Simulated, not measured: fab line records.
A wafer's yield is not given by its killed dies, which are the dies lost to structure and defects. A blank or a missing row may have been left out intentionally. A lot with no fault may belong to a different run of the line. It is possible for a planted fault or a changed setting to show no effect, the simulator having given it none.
fab line records    flow nandHarc    part 1 of 2: steps 1 to 28 of 43
[record] lots = 5  wafers = 15  lastDay = 24
route steps=1159 shown A_BLC@989 A_M0@994 A_M1@1026
lots that met no fault: taken from a fault-free run of the same line
startH: hours from the record's first day to the start of the lot's first wafer shown    waitH: time in hours since the lot's previous step    " as in the row above    L1.1+2: a row that stands for several wafers    - either no value or no given start    * or withheld: withheld    < > ~ a bound
route shown NAME@n: NAME is a module with steps in the file, n the number in the route of the first one    usual: mean/standard deviation taken from wafers without a fault    same: alike in all rows    chamber/n: place in a boat    sites: per-site readings    _std_site: the standard deviation of these    _edge_site: the outer-site mean with the inner-site mean subtracted    radiusMm: how far each site lies from the wafer's centre    mask NAME#n: copy n    behind: tool/chamber where the wafer was last shaped    hold: why the lot was held/for how many hours/how that ended    device: names the non-switching transistor (n, p or np)    end of line: the same wafers' tests at the end of the route    where a step has no rows: the recipe by itself    killed: not the wafer's yield, but the dies lost to structure and defects at the first sort    map: a wafer's dies, marking killed ones x, the rest . and places with no die _
set.NAME: setting as actually run; set.NAME@STEP: the setting as run at that earlier step    model.NAME: the simulator's own value behind a step, which no gauge read
certain route steps with their lots: each step a table, each wafer a row
services: when a tool's chamber went out of use (startH, in hours from the record's first day, below 0 if earlier), for how many hours, and the reason
[[steps]]
[step NHARC_A_BLC_CVD_24]
[recipe] targetThkA = 1500  tempC = 300  pressureTorr = 40  wf6FlowSccm = 40  h2FlowSccm = 1600  arFlowSccm = 1560  timeS = 434  material = W
[usual] heaterPowerW = 412/38  throttleValvePct = 7.86/0.21
lot.wafer  tool     chamber  startH  waitH  heaterPowerW  throttleValvePct
L077.2     cvdW-02  0        -       -      359           7.56
L077.1     "        1        "       "      429           7.95
L077.6     "        0        "       "      363           7.59
L079.1     cvdW-02  1        -       -      437           7.82
L079.2     "        0        "       "      366           7.56
L079.4     "        0        "       "      366           7.56
L083.1     cvdW-02  0        -       -      364           7.52
L083.3     "        0        "       "      364           7.91
L083.4     "        1        "       "      439           7.69
L097.4     cvdW-01  1        -       -      443           7.97
L097.3     "        0        "       "      395           7.69
L097.5     "        0        "       "      405           7.58
L096.2     cvdW-02  1        -       -      432           8.03
L096.3     "        0        "       "      379           7.64
L096.5     "        0        "       "      368           7.85
[step NHARC_A_BLC_CMP_25]
[recipe] tOverpolishS = 30  targetThkNm = 150
[usual] motorCurrentA = 11.9/1.3  overpolishRunS = 30.000/0.01  padLifeWafers = 266/130  timeToEndpointS = 30.2/2.9
lot.wafer  tool    chamber  startH  waitH  motorCurrentA  overpolishRunS  padLifeWafers  timeToEndpointS
L077.2     cmp-02  3        410.06  0.5    9.8            30.005          336            27.7
L077.1     "       2        "       "      12.0           30.000          339            31.2
L077.6     "       0        "       "      11.5           30.009          -              32.6
L079.2     cmp-03  3        426.39  0.4    10.2           29.990          456            28.9
L079.1     "       0        "       "      14.2           30.023          457            29.1
L079.4     "       1        "       "      12.0           30.005          458            30.5
L083.1     cmp-03  1        436.21  0.5    11.9           30.001          522            31.9
L083.3     "       3        "       "      10.5           30.014          524            29.8
L083.4     "       0        "       "      13.6           30.013          525            34.0
L097.4     cmp-01  2        519.47  0.4    12.3           30.009          230            28.2
L097.3     "       3        "       "      12.6           29.994          231            26.8
L097.5     "       0        "       "      10.9           30.006          -              34.1
L096.2     cmp-02  0        528.38  0.4    11.1           29.989          19             32.3
L096.3     "       2        "       "      11.5           30.002          21             32.2
L096.5     "       3        "       "      9.7            30.016          -              25.3
[step NHARC_A_BLC_SRD_27]
lot.wafer   tool         chamber  startH  waitH
L077.1+2+6  wetBench-01  5,6,7    410.39  0.0
L079.1+4+2  wetBench-09  2,3,6    426.71  0.0
L083.1+4+3  wetBench-09  5,7,0    436.54  0.0
L097.5+4+3  wetBench-01  1,3,4    519.74  0.0
L096.5+2+3  wetBench-09  5,6,2    528.67  0.0
[step NHARC_A_BLC_INSPECT_28]
[usual] rawDefectCount = 448/110
lot.wafer  tool              chamber  startH  waitH  rawDefectCount
L077.1     defectInspect-02  -        410.46  0.1    574
L077.2     "                 -        "       "      482
L077.6     "                 -        "       "      609
L079.1     defectInspect-01  -        426.79  0.1    607
L079.2     "                 -        "       "      559
L079.4     "                 -        "       "      546
L083.1     defectInspect-02  -        436.61  0.1    319
L083.3     "                 -        "       "      577
L083.4     "                 -        "       "      344
L097.3     defectInspect-02  -        519.83  0.1    312
L097.4     "                 -        "       "      430
L097.5     "                 -        "       "      427
L096.2     defectInspect-01  -        528.75  0.1    463
L096.3     "                 -        "       "      364
L096.5     "                 -        "       "      474
[step NHARC_A_M0_DEP_00]
[recipe] targetThkA = 1500  targetThkNm = 150  tempC = withheld  pressureTorr = 5  flowSccm = 200  rfW = 600  material = SiOC
lot.wafer   tool      chamber  startH  waitH
L077.1+2+6  pecvd-04  2,1,2    410.53  0.1
L079.2+1+4  pecvd-04  0,1,0    426.90  0.1
L083.3+1+4  pecvd-01  1,2,0    436.73  0.1
L097.3+5+4  pecvd-04  2,0,2    519.99  0.2
L096.3+2+5  pecvd-01  2,0,2    528.87  0.1
[step NHARC_A_M0_DEHYDRATE_01]
[recipe] tempC = 150  timeS = 120
lot.wafer   tool           chamber  startH  waitH
L077.1+2+6  lithoTrack-06  0        410.93  -
L079.1+2+4  lithoTrack-01  0        427.27  -
L083.1+3+4  lithoTrack-04  0        437.09  -
L097.3+4+5  lithoTrack-01  0        520.33  -
L096.2+3+5  lithoTrack-01  0        529.23  -
[step NHARC_A_M0_HMDS_02]
[recipe] timeS = 30
lot.wafer   tool           chamber  startH  waitH
L077.1+2+6  lithoTrack-06  0        -       -
L079.1+2+4  lithoTrack-01  0        -       -
L083.1+3+4  lithoTrack-04  0        -       -
L097.3+4+5  lithoTrack-01  0        -       -
L096.2+3+5  lithoTrack-01  0        -       -
[step NHARC_A_M0_COAT_33]
[recipe] tempC = 200  timeS = 65
lot.wafer   tool           chamber  startH  waitH
L077.1+2+6  lithoTrack-06  0        -       -
L079.1+2+4  lithoTrack-01  0        -       -
L083.1+3+4  lithoTrack-04  0        -       -
L097.3+4+5  lithoTrack-01  0        -       -
L096.2+3+5  lithoTrack-01  0        -       -
[step NHARC_A_M0_COAT_03]
[recipe] spinRpm = 1500  resistThkNm = 90
lot.wafer   tool           chamber  startH  waitH
L077.1+2+6  lithoTrack-06  0        -       -
L079.1+2+4  lithoTrack-01  0        -       -
L083.1+3+4  lithoTrack-04  0        -       -
L097.3+4+5  lithoTrack-01  0        -       -
L096.2+3+5  lithoTrack-01  0        -       -
[step NHARC_A_M0_SOFTBAKE_04]
[recipe] tempC = 105  timeS = 55
lot.wafer   tool           chamber  startH  waitH
L077.1+2+6  lithoTrack-06  0        -       -
L079.1+2+4  lithoTrack-01  0        -       -
L083.1+3+4  lithoTrack-04  0        -       -
L097.3+4+5  lithoTrack-01  0        -       -
L096.2+3+5  lithoTrack-01  0        -       -
[step NHARC_A_M0_EBR_05]
lot.wafer   tool           chamber  startH  waitH
L077.1+2+6  lithoTrack-06  0        -       -
L079.1+2+4  lithoTrack-01  0        -       -
L083.1+3+4  lithoTrack-04  0        -       -
L097.3+4+5  lithoTrack-01  0        -       -
L096.2+3+5  lithoTrack-01  0        -       -
[step NHARC_A_M0_EXPOSE_06]
[recipe] na = 1.35  targetCdNm = 80  doseMj = 83.25  maskId = A_M0
lot.wafer   tool            chamber  startH  waitH  mask
L077.1+2+6  arfiScanner-02  0        411.22  -      A_M0#0
L079.1+2+4  arfiScanner-03  0        427.55  -      A_M0#0
L083.1+3+4  arfiScanner-01  0        437.38  -      A_M0#0
L097.3+4+5  arfiScanner-02  0        520.50  -      A_M0#0
L096.2+3+5  arfiScanner-03  0        529.61  -      A_M0#0
[step NHARC_A_M0_PEB_07]
[recipe] pebTempC = 100  pebTimeS = 65
lot.wafer   tool           chamber  startH  waitH
L077.1+2+6  lithoTrack-01  0        411.28  0.1
L079.1+2+4  lithoTrack-06  0        427.61  0.1
L083.1+3+4  lithoTrack-01  0        437.44  0.1
L097.3+4+5  lithoTrack-06  0        520.55  0.0
L096.2+3+5  lithoTrack-06  0        529.66  0.1
[step NHARC_A_M0_DEVELOP_08]
[recipe] developTimeS = 35  devTempC = 23
lot.wafer   tool           chamber  startH  waitH
L077.1+2+6  lithoTrack-01  0        -       -
L079.1+2+4  lithoTrack-06  0        -       -
L083.1+3+4  lithoTrack-01  0        -       -
L097.3+4+5  lithoTrack-06  0        -       -
L096.2+3+5  lithoTrack-06  0        -       -
[step NHARC_A_M0_CD_MEAS_09]
[recipe] targetCdNm = 80  landingEnergyEv = 500
[usual] cdNm = 79.7/0.66
lot.wafer  tool      chamber  startH  waitH  cdNm
L077.1     cdSem-02  0        411.36  -      79.3
L077.2     "         0        "       "      80.0
L077.6     "         0        "       "      80.0
L079.1     cdSem-03  0        427.70  -      80.4
L079.2     "         0        "       "      79.2
L079.4     "         0        "       "      80.5
L083.1     cdSem-03  0        437.52  -      79.8
L083.3     "         0        "       "      79.6
L083.4     "         0        "       "      78.7
L097.3     cdSem-02  0        520.63  -      79.4
L097.4     "         0        "       "      79.0
L097.5     "         0        "       "      79.3
L096.2     cdSem-02  0        529.74  -      79.7
L096.3     "         0        "       "      79.8
L096.5     "         0        "       "      79.9
[step NHARC_A_M0_OVL_MEAS_10]
[recipe] pitchNm = 160
[usual] overlayXNm = 0.1/0.75  overlayYNm = 0.2/0.75
lot.wafer  tool        chamber  startH  waitH  overlayXNm  overlayYNm
L077.1     overlay-01  -        411.45  -      0.2         0.2
L077.2     "           -        "       "      0.7         0.2
L077.6     "           -        "       "      1.0         0.3
L079.1     overlay-01  -        427.79  -      -0.4        1.5
L079.2     "           -        "       "      -0.7        1.8
L079.4     "           -        "       "      -0.2        1.8
L083.1     overlay-02  -        437.61  -      -0.1        -0.4
L083.3     "           -        "       "      -0.8        -0.1
L083.4     "           -        "       "      -0.1        -0.3
L097.3     overlay-02  -        520.72  -      -0.6        -1.1
L097.4     "           -        "       "      -1.5        -1.0
L097.5     "           -        "       "      -0.9        -0.5
L096.2     overlay-02  -        529.83  -      -0.7        0.9
L096.3     "           -        "       "      -1.0        0.2
L096.5     "           -        "       "      -0.6        0.4
[step NHARC_A_M0_INSPECT_11]
[usual] rawDefectCount = 31/10
lot.wafer  tool              chamber  startH  waitH  rawDefectCount
L077.1     defectInspect-02  -        411.49  0.0    33
L077.2     "                 -        "       "      43
L077.6     "                 -        "       "      37
L079.1     defectInspect-02  -        427.84  0.1    16
L079.2     "                 -        "       "      14
L079.4     "                 -        "       "      8
L083.1     defectInspect-02  -        437.66  0.1    24
L083.3     "                 -        "       "      24
L083.4     "                 -        "       "      27
L097.3     defectInspect-01  -        520.75  0.0    20
L097.4     "                 -        "       "      25
L097.5     "                 -        "       "      28
L096.2     defectInspect-01  -        529.87  0.0    54
L096.3     "                 -        "       "      37
L096.5     "                 -        "       "      48
[step NHARC_A_M0_DESCUM_14]
[recipe] timeS = 3  o2FlowSccm = 200  arFlowSccm = 0  biasPowerW = 0  chemistry = O2
[usual] chamberPressureMTorr = 60.00/0.058  drypumpMotorCurrentA = 5.4/0.35  oesProductAu = 1.002/0.012  rfVppV = 57.8/0.87  showerheadPlenumPTorr = 1.92/0.092  throttleValvePct = 11.311/0.0086
[same] biasPowerW = 0
lot.wafer  tool        chamber  startH  waitH  chamberPressureMTorr  drypumpMotorCurrentA  oesProductAu  rfHoursCounterH  rfVppV  showerheadPlenumPTorr  throttleValvePct
L077.2     rieDiel-02  2        411.56  0.1    60.05                 5.6                   1.002         3                57.5    1.91                   11.295
L077.1     "           0        "       "      60.17                 6.3                   1.012         5                57.7    1.93                   11.313
L077.6     "           2        "       "      59.99                 5.6                   0.998         -                56.5    1.91                   11.297
L079.2     rieDiel-02  2        427.90  0.1    60.03                 5.7                   0.998         5                58.2    1.91                   11.306
L079.4     "           0        "       "      59.91                 6.3                   0.998         7                56.8    1.93                   11.326
L079.1     "           1        "       "      60.06                 5.7                   1.013         6                60.9    2.06                   11.320
L083.4     rieDiel-02  1        437.72  0.1    59.91                 5.6                   1.011         6                58.3    2.06                   11.322
L083.3     "           2        "       "      60.04                 5.6                   1.002         6                58.3    1.91                   11.316
L083.1     "           3        "       "      59.90                 5.4                   0.997         7                57.2    1.99                   11.305
L097.4     rieDiel-13  2        520.82  0.1    60.01                 5.4                   0.995         5                57.1    2.00                   11.300
L097.3     "           3        "       "      59.98                 5.4                   0.993         5                59.5    1.83                   11.306
L097.5     "           1        "       "      60.07                 4.8                   0.990         -                56.5    1.85                   11.298
L096.3     rieDiel-13  2        529.93  0.1    60.04                 5.3                   0.987         5                59.1    2.00                   11.307
L096.2     "           1        "       "      59.88                 4.8                   0.996         4                58.1    1.85                   11.312
L096.5     "           2        "       "      59.94                 5.3                   0.989         -                58.7    2.00                   11.305
[step NHARC_A_M0_ETCH_34]
[recipe] targetDepthA = 400  overetchA = 120  timeS = 43.94  ionEnergyEv = 200  n2FlowSccm = 150  h2FlowSccm = 150  arFlowSccm = 0  rfW = 400  biasW = 150  chemistry = N2/H2
[usual] chamberPressureMTorr = 29.999/0.029  drypumpMotorCurrentA = 5.5/0.37  oesProductAu = 1.002/0.011  rfVppV = 430.7/3  showerheadPlenumPTorr = 2.05/0.1  throttleValvePct = 14.171/0.0091
lot.wafer  tool        chamber  startH  waitH  chamberPressureMTorr  drypumpMotorCurrentA  oesProductAu  rfHoursCounterH  rfVppV  showerheadPlenumPTorr  throttleValvePct
L077.1     rieDiel-02  0        411.63  0.1    29.989                6.3                   1.001         5                431.3   2.06                   14.171
L077.2     "           3        "       "      30.012                5.4                   0.995         4                433.1   2.12                   14.167
L077.6     "           0        "       "      29.966                6.3                   1.005         -                432.3   2.06                   14.169
L079.2     rieDiel-02  3        427.99  0.1    29.950                5.4                   0.995         6                432.7   2.12                   14.152
L079.1     "           0        "       "      29.976                6.3                   1.002         7                431.8   2.06                   14.151
L079.4     "           2        "       "      29.986                5.7                   1.002         5                431.0   2.04                   14.159
L083.3     rieDiel-02  3        437.81  0.1    29.957                5.4                   1.008         7                432.9   2.12                   14.167
L083.4     "           1        "       "      30.043                5.6                   1.004         6                434.2   2.20                   14.180
L083.1     "           2        "       "      29.978                5.7                   0.999         6                429.0   2.04                   14.175
L097.3     rieDiel-13  3        520.91  0.1    30.044                5.4                   0.997         5                428.6   1.95                   14.166
L097.4     "           0        "       "      29.980                5.9                   0.996         5                426.1   1.90                   14.168
L097.5     "           2        "       "      29.970                5.4                   1.000         -                433.8   2.13                   14.176
L096.2     rieDiel-13  2        530.02  0.1    30.018                5.4                   1.001         5                432.4   2.13                   14.166
L096.3     "           3        "       "      29.957                5.4                   1.000         5                428.1   1.95                   14.162
L096.5     "           2        "       "      30.000                5.4                   0.998         -                433.3   2.13                   14.178
[step NHARC_A_M0_ETCH_15]
[recipe] targetDepthA = 1500  overetchA = 150  timeS = 82.5  c4f8FlowSccm = withheld  arFlowSccm = 400  rfW = 600  biasW = 300  chemistry = C4F8/Ar
[usual] chamberPressureMTorr = 25.003/0.026  oesProductAu = 0.948/0.023  rfVppV = 441.0/2.9
lot.wafer  tool        chamber  startH  waitH  chamberPressureMTorr  oesProductAu  rfHoursCounterH  rfVppV
L077.1     rieDiel-02  1        -       -      25.006                0.932         4                443.8
L077.2     "           2        "       "      25.013                0.919         3                441.6
L077.6     "           3        "       "      25.027                0.918         -                443.5
L079.1     rieDiel-02  0        -       -      24.977                0.964         7                442.0
L079.4     "           1        "       "      24.985                0.982         6                446.2
L079.2     "           2        "       "      24.988                0.967         5                441.4
L083.1     rieDiel-02  2        -       -      25.035                0.947         6                441.1
L083.3     "           3        "       "      24.988                0.961         7                443.7
L083.4     "           1        "       "      24.976                0.965         6                444.8
L097.3     rieDiel-13  0        -       -      24.968                0.968         5                437.8
L097.4     "           1        "       "      24.968                0.947         4                438.5
L097.5     "           0        "       "      24.989                0.968         -                435.9
L096.2     rieDiel-13  2        -       -      25.002                0.952         5                443.6
L096.3     "           1        "       "      25.033                0.982         4                438.8
L096.5     "           2        "       "      25.013                0.958         -                443.1
[step NHARC_A_M0_CD_MEAS_16]
[usual] cdNm = 79.7/0.81
lot.wafer  tool      chamber  startH  waitH  cdNm
L077.1     cdSem-03  -        411.85  -      78.5
L077.2     "         -        "       "      80.3
L077.6     "         -        "       "      79.9
L079.1     cdSem-02  -        428.21  -      81.7
L079.2     "         -        "       "      79.8
L079.4     "         -        "       "      80.3
L083.1     cdSem-03  -        438.02  -      79.3
L083.3     "         -        "       "      79.5
L083.4     "         -        "       "      79.0
L097.3     cdSem-02  -        521.12  -      79.1
L097.4     "         -        "       "      79.7
L097.5     "         -        "       "      79.0
L096.2     cdSem-03  -        530.23  -      78.8
L096.3     "         -        "       "      79.8
L096.5     "         -        "       "      79.9
[step NHARC_A_M0_STRIP_18]
[recipe] powerW = 1000  n2FlowSccm = 150  h2FlowSccm = 150  arFlowSccm = 0  biasW = 0  chemistry = N2/H2
[usual] chamberPressureMTorr = 29.999/0.029  drypumpMotorCurrentA = 5.5/0.36  oesProductAu = 1.002/0.01  rfVppV = 90.8/0.98  showerheadPlenumPTorr = 2.04/0.1  throttleValvePct = 14.171/0.0093
lot.wafer  tool        chamber  startH  waitH  chamberPressureMTorr  drypumpMotorCurrentA  oesProductAu  rfHoursCounterH  rfVppV  showerheadPlenumPTorr  throttleValvePct
L077.1     rieDiel-02  2        411.93  0.1    29.968                5.7                   1.007         3                91.5    2.04                   14.174
L077.2     "           0        "       "      29.976                6.3                   0.993         5                91.9    2.06                   14.175
L077.6     "           2        "       "      29.997                5.7                   1.001         -                92.7    2.04                   14.169
L079.1     rieDiel-07  1        428.32  0.1    29.971                5.2                   1.003         1                91.0    2.15                   14.160
L079.2     "           2        "       "      30.034                5.8                   1.025         1                91.9    2.13                   14.151
L079.4     "           2        "       "      29.960                5.8                   1.022         -                90.8    2.13                   14.162
L083.4     rieDiel-13  0        438.10  0.1    30.023                5.8                   0.985         14               89.9    1.90                   14.176
L083.3     "           1        "       "      30.069                4.8                   0.999         13               91.3    1.97                   14.187
L083.1     "           3        "       "      29.995                5.4                   0.986         14               90.9    1.95                   14.158
L097.3     rieDiel-02  3        521.21  0.1    29.971                5.4                   1.015         0                92.1    2.12                   14.166
L097.4     "           1        "       "      29.969                5.6                   1.019         1                91.7    2.20                   14.168
L097.5     "           3        "       "      30.079                5.4                   1.014         -                90.7    2.12                   14.168
L096.3     rieDiel-07  0        530.33  0.1    29.975                5.0                   0.999         8                90.6    2.08                   14.158
L096.2     "           1        "       "      30.028                5.2                   1.008         9                91.5    2.15                   14.157
L096.5     "           3        "       "      29.985                5.3                   0.995         -                89.4    1.89                   14.173
[step NHARC_A_M0_STRIP_19]
[recipe] timeS = 600  tempC = 30  chemistry = postEtchResidueRemover
[usual] tempC = 30.01/0.12
lot.wafer  tool         chamber  startH  waitH  tempC
L077.6     wetBench-05  2        412.22  -      29.91
L077.2     "            3        "       "      30.07
L077.1     "            5        "       "      30.09
L079.4     wetBench-07  3        428.61  -      29.90
L079.1     "            5        "       "      29.90
L079.2     "            0        "       "      29.98
L083.1     wetBench-05  4        438.37  -      30.00
L083.4     "            5        "       "      30.06
L083.3     "            1        "       "      29.81
L097.4     wetBench-05  6        521.48  -      30.21
L097.3     "            7        "       "      30.14
L097.5     "            1        "       "      29.86
L096.5     wetBench-05  1        530.57  -      29.89
L096.2     "            3        "       "      30.12
L096.3     "            5        "       "      30.13
[step NHARC_A_M0_DEGAS_28]
[recipe] tempC = 250  timeS = 60
[usual] heaterPowerW = 351/41
lot.wafer  tool           chamber  startH  waitH  heaterPowerW
L077.1     pvdSputter-03  -        412.49  -      357
L077.2     "              -        "       "      343
L077.6     "              -        "       "      296
L079.4     pvdSputter-03  -        428.89  -      332
L079.2     "              -        "       "      309
L079.1     "              -        "       "      355
L083.1     pvdSputter-03  -        438.64  -      327
L083.4     "              -        "       "      303
L083.3     "              -        "       "      344
L097.4     pvdSputter-02  -        521.73  -      366
L097.3     "              -        "       "      378
L097.5     "              -        "       "      374
L096.3     pvdSputter-03  -        530.86  -      325
L096.2     "              -        "       "      333
L096.5     "              -        "       "      294
[step NHARC_A_M0_PRE_CLEAN_29]
[recipe] timeS = 30  tempC = 280  gas = H2/He
[usual] heaterPowerW = 427/48
lot.wafer  tool           chamber  startH  waitH  heaterPowerW
L077.2     pvdSputter-03  -        -       -      425
L077.1     "              -        "       "      405
L077.6     "              -        "       "      426
L079.1     pvdSputter-03  -        -       -      437
L079.2     "              -        "       "      423
L079.4     "              -        "       "      374
L083.3     pvdSputter-03  -        -       -      403
L083.4     "              -        "       "      404
L083.1     "              -        "       "      381
L097.3     pvdSputter-02  -        -       -      353
L097.4     "              -        "       "      451
L097.5     "              -        "       "      352
L096.3     pvdSputter-03  -        -       -      414
L096.2     "              -        "       "      353
L096.5     "              -        "       "      410
[step NHARC_A_M0_PVD_20]
[recipe] targetThkA = 50  biasV = 168.6  powerW = 15000  chamberPressurePa = 0.12  timeS = 8.06  substrateTempC = 50  material = TaN
[usual] throttleValvePct = 30.1/0.9
lot.wafer  tool           chamber  startH  waitH  throttleValvePct
L077.1     pvdSputter-03  -        -       -      28.3
L077.2     "              -        "       "      31.5
L077.6     "              -        "       "      31.2
L079.4     pvdSputter-03  -        -       -      28.5
L079.1     "              -        "       "      31.3
L079.2     "              -        "       "      29.9
L083.3     pvdSputter-03  -        -       -      28.6
L083.4     "              -        "       "      30.9
L083.1     "              -        "       "      30.6
L097.4     pvdSputter-02  -        -       -      31.2
L097.3     "              -        "       "      30.7
L097.5     "              -        "       "      31.2
L096.2     pvdSputter-03  -        -       -      28.0
L096.3     "              -        "       "      30.0
L096.5     "              -        "       "      28.3
[step NHARC_A_M0_PVD_21]
[recipe] targetThkA = 300  chamberPressurePa = 5  powerW = 5000  substrateTempC = 30  timeS = 20.49  material = Cu
[usual] throttleValvePct = 30.0/0.91
lot.wafer  tool           chamber  startH  waitH  throttleValvePct
L077.1     pvdSputter-03  -        -       -      30.5
L077.2     "              -        "       "      28.7
L077.6     "              -        "       "      30.1
L079.2     pvdSputter-03  -        -       -      30.3
L079.1     "              -        "       "      30.5
L079.4     "              -        "       "      31.2
L083.1     pvdSputter-03  -        -       -      30.5
L083.4     "              -        "       "      28.3
L083.3     "              -        "       "      31.1
L097.3     pvdSputter-02  -        -       -      30.2
L097.4     "              -        "       "      31.5
L097.5     "              -        "       "      30.6
L096.3     pvdSputter-03  -        -       -      28.2
L096.2     "              -        "       "      30.2
L096.5     "              -        "       "      30.3
[step NHARC_A_M0_ECD_22]
[recipe] targetThkA = 4000  bathTempC = 25  material = Cu
lot.wafer   tool      chamber  startH  waitH
L077.1+2+6  ecdCu-02  1,0,1    412.84  -
L079.1+2+4  ecdCu-01  1,0,0    429.36  -
L083.1+3+4  ecdCu-01  0,1,0    439.05  -
L097.3+4+5  ecdCu-01  1,0,0    522.19  -
L096.2+3+5  ecdCu-01  0,1,0    531.22  -
